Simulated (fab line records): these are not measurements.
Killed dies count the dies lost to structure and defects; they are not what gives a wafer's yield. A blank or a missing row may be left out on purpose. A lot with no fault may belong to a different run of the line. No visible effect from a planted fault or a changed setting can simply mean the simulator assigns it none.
Split-lot study -- flow n5 finfet -- 7 lots, 21 wafers read, on a route of 1938 steps

THE SPLIT
At N5_FIN_CUT_EXPOSE_05 (exposes mask FIN CUT), the setting dose mj was moved away from the recipe's 45.75 on 9 of the 21 wafers read, by -6.1% to +5.9%. This setting was run at the recipe's value on the other wafers.

FROM THE SPLIT TO THE READING: what the file shows between them, 2 steps
- N5_FIN_CUT_PEB_06: peb time 60 s
- N5_FIN_CUT_DEVELOP_07: develop time 30 s

THE READING
cd nm at N5_FIN_CUT_CD_MEAS_08, given in nm (cd target 29.1 nm). Fault-free wafers of this fab line usually give 29.27 nm, standard deviation 0.25 nm.

wafer,"tool, chamber at the split",dose mj as run,against the recipe,"cd nm, nm",against lot-mates on the recipe
L077.1,"euv scanner-01, 0",44.58,-2.6%,28.89,-0.12
L077.2,"euv scanner-01, 0",44.58,-2.6%,28.37,-0.64
L077.5,"euv scanner-01, 0",45.75,recipe,29.01,-
L078.1,"euv scanner-01, 0",45.75,recipe,29.24,-
L078.4,"euv scanner-01, 0",45.75,recipe,29.24,-
L078.6,"euv scanner-01, 0",47.27,+3.3%,29.89,+0.65
L086.2,"euv scanner-01, 0",45.75,recipe,29.39,-
L086.4,"euv scanner-01, 0",45.75,recipe,29.22,-
L086.5,"euv scanner-01, 0",45.75,recipe,29.30,-
L087.2,"euv scanner-02, 0",44.23,-3.3%,28.85,-0.38
L087.3,"euv scanner-02, 0",45.75,recipe,29.14,-
L087.5,"euv scanner-02, 0",45.75,recipe,29.33,-
L093.1,"euv scanner-02, 0",45.75,recipe,29.09,-
L093.2,"euv scanner-02, 0",48.47,+5.9%,30.06,+0.97
L093.6,"euv scanner-02, 0",48.47,+5.9%,30.27,+1.18
L094.3,"euv scanner-02, 0",42.96,-6.1%,28.39,-0.84
L094.4,"euv scanner-02, 0",42.96,-6.1%,28.01,-1.22
L094.5,"euv scanner-02, 0",45.75,recipe,29.23,-
L097.3,"euv scanner-01, 0",48.44,+5.9%,29.92,+0.70
L097.4,"euv scanner-01, 0",45.75,recipe,29.41,-
L097.6,"euv scanner-01, 0",45.75,recipe,29.04,-

FIT RESULTS
A straight line over all 21 wafers: cd nm changes by +0.16 nm for each +1% of dose mj; r = +0.95; the points scatter about the line by 0.17 nm.
The same after taking each lot's own level away (the mean of its wafers on the recipe; 21 wafers): +0.162 nm for each +1%; r = +0.96; scatter 0.16 nm.
Per that fit: largest dose mj move, reading shift of 0.99 nm.
The lots' own levels span 29.010 to 29.303 nm, that is 1.2 times the standard deviation above.
Hence the lot-to-lot level has little effect on the slope; both slopes agree.
Check: for one of the wafers moved furthest among these (-6.1%), held out of the fit, the line's prediction against its lot-mates is -1.02 nm. Against them it came out at -0.84 nm.

FURTHER SPLITS ON THESE WAFERS
Before the reading, these wafers also passed through other splits. Each is held against what the fit with the lots' levels taken away leaves over:
other split on the same wafers,wafers away from the commonest value,r with cd nm (lot level and that fit taken away)
N5_ZERO_LAYER_EXPOSE_08 dose mj,9,+0.22
N5_ZERO_LAYER_DEVELOP_10 develop time s,3,-0.32
N5_PMOS_HMC_CHANNEL_EPI_ETCH_32 bias w,7,-0.01
N5_FIN_SAQP_HM_DEP_03 time s,5,-0.07
N5_FIN_SAQP_EXPOSE_13 dose mj,8,-0.06

THE WHOLE CHAIN: every reading that the file lists as answering this split, in the file's order
step,what it does,reading,change (the file's fit),r (the file's)
N5_FIN_CUT_CD_MEAS_08,target cd 29.1 nm,cd nm,+0.156 nm for each +1% of the setting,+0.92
N5_FIN_CUT_ETCH_30,"etches underlayer in N2/H2, target depth 13 nm, time 10.4 s","FIN_CUT.cd offset nm (the simulator's own value, which no gauge read)",+0.134 nm for each +1% of the setting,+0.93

THE FILE'S OWN FIT
cd nm changes by +0.156 nm for each +1% of dose mj, r = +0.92.
